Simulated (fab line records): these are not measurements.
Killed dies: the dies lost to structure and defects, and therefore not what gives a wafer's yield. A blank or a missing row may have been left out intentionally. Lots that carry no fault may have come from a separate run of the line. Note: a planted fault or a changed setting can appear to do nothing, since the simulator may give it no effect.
Which tool is to blame? | flow n5Finfet | Sampling: 10 lots, 27 wafers, 5 of 1938 route steps

## WHAT THE GAUGES READ, wafer by wafer
N5_BEOL_M4_OVL_MEAS_29.
lot  | measured     | on         | V3_OVL (nm)
L328 | day 7 15:58  | overlay-02 | -0.2 0.4 -0.1
L331 | day 7 23:26  | overlay-01 | 0.2 0.3 -0.4
L334 | day 10 16:42 | overlay-01 | 0.3 1.2
L336 | day 10 17:41 | overlay-02 | 0.8 0.2 0.3
L339 | day 10 22:38 | overlay-01 | -0.4 -0.3 -0.3
L341 | day 11 05:11 | overlay-02 | -1.1 -0.4 -0.8
L342 | day 11 05:38 | overlay-01 | 0.7 0.0 -0.8
L344 | day 11 08:44 | overlay-02 | 0.3 -0.8
L335 | day 13 13:03 | overlay-01 | -1.1 -1.1
L351 | day 14 00:11 | overlay-02 | -0.2 0.2 0.1

N5_BEOL_M4_RC_MEAS_101.
lot  | measured     | on        | DIBL_N (mV/V)  | DIBL_P (mV/V)  | IOFF_N (nA/um) | IOFF_P (nA/um) | ION_N (uA/um) | ION_P (uA/um) | SS_N (mV/dec)  | SS_P (mV/dec)  | VT_N (mV)   | VT_P (mV)
L328 | day 7 21:28  | prober-02 | 39.4 37.9 40.5 | 39.7 38.3 40.5 | 0.20 0.16 0.22 | 0.27 0.24 0.30 | 685 692 695   | 474 480 473   | 72.3 71.5 71.9 | 73.8 72.9 74.1 | 249 249 247 | -244 -249 -245
L331 | day 8 10:56  | prober-01 | 36.5 37.6 35.0 | 38.4 38.5 35.3 | 0.18 0.20 0.13 | 0.25 0.26 0.19 | 678 701 649   | 464 476 453   | 71.1 71.8 70.9 | 73.2 73.6 72.6 | 247 245 255 | -246 -246 -250
L334 | day 10 22:53 | prober-02 | 36.6 36.7      | 37.4 37.1      | 0.16 0.17      | 0.21 0.20      | 689 683       | 469 461       | 71.8 71.7      | 73.1 73.0      | 249 249     | -250 -253
L336 | day 11 00:43 | prober-02 | 37.0 35.3 33.9 | 38.8 36.0 35.8 | 0.17 0.12 0.12 | 0.20 0.16 0.17 | 672 641 678   | 458 444 461   | 71.5 71.7 70.7 | 72.0 72.7 72.2 | 248 255 252 | -249 -256 -253
L339 | day 11 08:01 | prober-01 | 34.0 34.9 33.6 | 34.1 35.0 33.5 | 0.12 0.13 0.12 | 0.19 0.20 0.19 | 670 666 670   | 472 468 471   | 70.7 70.3 70.2 | 72.3 72.8 72.8 | 253 253 252 | -249 -247 -250
L341 | day 11 11:46 | prober-01 | 36.1 36.9 35.0 | 35.5 35.6 33.6 | 0.16 0.19 0.14 | 0.25 0.24 0.21 | 674 676 681   | 467 466 476   | 72.1 72.6 71.0 | 73.8 73.7 73.0 | 249 245 251 | -247 -247 -251
L342 | day 11 14:35 | prober-01 | 39.9 36.7 36.6 | 39.5 35.6 35.2 | 0.23 0.16 0.16 | 0.33 0.24 0.24 | 676 674 696   | 469 469 476   | 73.1 71.7 71.7 | 74.4 73.7 73.8 | 246 250 250 | -244 -247 -246
L344 | day 11 19:11 | prober-02 | 34.9 38.4      | 33.0 36.2      | 0.13 0.19      | 0.20 0.26      | 682 638       | 473 453       | 71.2 72.1      | 72.7 73.6      | 251 248     | -248 -246
L335 | day 13 23:11 | prober-01 | 33.7 34.5      | 33.3 33.1      | 0.11 0.11      | 0.15 0.15      | 652 636       | 452 440       | 70.0 71.3      | 72.7 72.1      | 253 255     | -254 -256
L351 | day 14 07:34 | prober-01 | 33.8 38.3 32.8 | 34.0 38.9 33.3 | 0.13 0.21 0.12 | 0.21 0.28 0.19 | 661 687 688   | 458 475 477   | 71.6 71.9 72.0 | 72.5 73.3 71.6 | 253 247 253 | -248 -245 -250

## TOOL THAT RAN EACH LOT (tool first, then ch and the chambers of the sampled wafers, then the start)
lot  | N5_BEOL_M4_ETCH_69                | N5_BEOL_M4_ALD_98                | N5_BEOL_M4_TRENCH_ETCH_37
L328 | rieDiel-03 ch 1,2,3, day 7 16:06  | aldSin-04 ch 0,1,3, day 7 16:11  | rieDiel-04 ch 0,2,3, day 7 21:28 or earlier
L331 | rieDiel-05 ch 0,1,2, day 7 23:34  | aldSin-04 ch 0,3, day 7 23:39    | rieDiel-05 ch 0,3, day 8 10:56 or earlier
L334 | rieDiel-04 ch 1,2, day 10 17:02   | aldSin-02 ch 0,2, day 10 17:50   | rieDiel-03 ch 1,3, day 10 22:53 or earlier
L336 | rieDiel-05 ch 0,1,2, day 10 17:50 | aldSin-02 ch 0,3, day 10 18:26   | rieDiel-03 ch 1,2, day 11 00:43 or earlier
L339 | rieDiel-03 ch 0,2,3, day 10 22:59 | aldSin-02 ch 1,2, day 10 23:04   | rieDiel-03 ch 0,1,3, day 11 08:01 or earlier
L341 | rieDiel-04 ch 0,2,3, day 11 05:26 | aldSin-02 ch 1,2,3, day 11 05:31 | rieDiel-05 ch 1,3, day 11 11:46 or earlier
L342 | rieDiel-04 ch 1,2, day 11 05:46   | aldSin-02 ch 0,1,3, day 11 06:14 | rieDiel-04 ch 0,1,3, day 11 14:35 or earlier
L344 | rieDiel-04 ch 0,2, day 11 08:52   | aldSin-02 ch 2, day 11 09:05     | rieDiel-05 ch 1,2, day 11 19:11 or earlier
L335 | rieDiel-04 ch 0,2, day 13 13:15   | aldSin-04 ch 1,3, day 13 13:20   | rieDiel-03 ch 0,2, day 13 23:11 or earlier
L351 | rieDiel-05 ch 0,2,3, day 14 00:37 | aldSin-01 ch 0,2,3, day 14 00:42 | rieDiel-04 ch 0,2,3, day 14 07:34 or earlier
- N5_BEOL_M4_ETCH_69: etches SiARC in CF4, target depth 15.6 nm, time 26 s.
- N5_BEOL_M4_ALD_98: deposits SiO2, target thk 2.5 nm, pulse time 1 s, co reactant pulse time 1 s.
- N5_BEOL_M4_TRENCH_ETCH_37: etches SiOC in C4F6/O2, target depth 55.555 nm, time 29.2 s.

## AS READ BY THE TOOLS THEMSELVES (means over the sampled wafers that have a number; for cases with no such wafer, the mark the record gives instead)
N5_BEOL_M4_ETCH_69.
lot  | tool       | drypumpMotorCurrentA (A) | etchRfOnTimeS (s) | oesProductAu (a.u.) | rfVppV (V) | showerheadPlenumPTorr (Torr) | throttleValvePct (%)
L328 | rieDiel-03 | 5.8                      | 26.1              | 0.75                | 183.9      | 2.18                         | 15.65
L331 | rieDiel-05 | 5.7                      | 25.3              | 0.69                | 184.9      | 2.18                         | 15.41
L334 | rieDiel-04 | 5.9                      | 27.6              | 0.64                | 182.8      | 2.05                         | 15.34
L336 | rieDiel-05 | 5.7                      | 25.6              | 0.67                | 184.1      | 2.17                         | 15.46
L339 | rieDiel-03 | 5.7                      | 25.6              | 0.72                | 184.2      | 2.20                         | 15.60
L341 | rieDiel-04 | 5.8                      | 25.8              | 0.68                | 183.3      | 2.06                         | 15.51
L342 | rieDiel-04 | 5.9                      | 28.0              | 0.62                | 183.5      | 2.04                         | 15.35
L344 | rieDiel-04 | 5.6                      | 26.7              | 0.65                | 182.1      | 2.05                         | 15.48
L335 | rieDiel-04 | 5.6                      | 26.6              | 0.64                | 182.7      | 2.04                         | 15.52
L351 | rieDiel-05 | 5.9                      | 25.1              | 0.72                | 183.2      | 2.13                         | 15.48

N5_BEOL_M4_ALD_98.
lot  | tool      | heaterPowerW (W) | precursorPulseHeightRel
L328 | aldSin-04 | 86               | 1.021
L331 | aldSin-04 | 84               | 1.014
L334 | aldSin-02 | 73               | 0.968
L336 | aldSin-02 | 71               | 0.996
L339 | aldSin-02 | 77               | 1.005
L341 | aldSin-02 | 76               | 0.989
L342 | aldSin-02 | 72               | 1.006
L344 | aldSin-02 | 78               | 0.998
L335 | aldSin-04 | 89               | 0.990
L351 | aldSin-01 | 79               | 1.000

N5_BEOL_M4_TRENCH_ETCH_37.
lot  | tool       | drypumpMotorCurrentA (A) | oesProductAu (a.u.) | rfVppV (V) | showerheadPlenumPTorr (Torr) | throttleValvePct (%)
L328 | rieDiel-04 | 5.8                      | 0.84                | 652        | 2.76                         | 20.7
L331 | rieDiel-05 | 5.8                      | 0.77                | 679        | 2.84                         | 21.0
L334 | rieDiel-03 | 5.6                      | 0.85                | 676        | 2.83                         | 20.9
L336 | rieDiel-03 | 6.0                      | 0.87                | 689        | 2.86                         | 21.2
L339 | rieDiel-03 | 5.7                      | 0.87                | 679        | 2.85                         | 20.8
L341 | rieDiel-05 | 5.5                      | 0.77                | 710        | 2.91                         | 20.8
L342 | rieDiel-04 | 5.9                      | 0.74                | 650        | 2.72                         | 20.8
L344 | rieDiel-05 | 5.8                      | 0.81                | 695        | 2.91                         | 20.5
L335 | rieDiel-03 | 5.9                      | 0.82                | 682        | 2.96                         | 21.1
L351 | rieDiel-04 | 5.8                      | 0.77                | 651        | 2.73                         | 20.8

## THE ANSWER, worked out from the rows above alone
Rule: usual is defined by the lots themselves. The widest of any qualifying gaps counts: lots, ordered by their means at a reading, are off when they make up no more than a third of the lots, leave a main group of 4 or more, and stand apart from it by 3 or more times the standard deviation of that group's means. The tables above print the reading to a certain number of digits; a main group whose means all agree to those digits is not used. A lot without any number at a reading at which 4 lots or more have one is off too. Where the step has rows for the other lots, those lots are counted as sound. First the gauges in route order, then the tools' own readings, where a lot's mean is used as printed above. At the first step where some lot is off, the reading lying furthest off is the one used; lots without a number count as furthest.
No lot is off at any reading shown: from this, nothing can be told.

## WHAT THE SIMULATOR HAD INSERTED
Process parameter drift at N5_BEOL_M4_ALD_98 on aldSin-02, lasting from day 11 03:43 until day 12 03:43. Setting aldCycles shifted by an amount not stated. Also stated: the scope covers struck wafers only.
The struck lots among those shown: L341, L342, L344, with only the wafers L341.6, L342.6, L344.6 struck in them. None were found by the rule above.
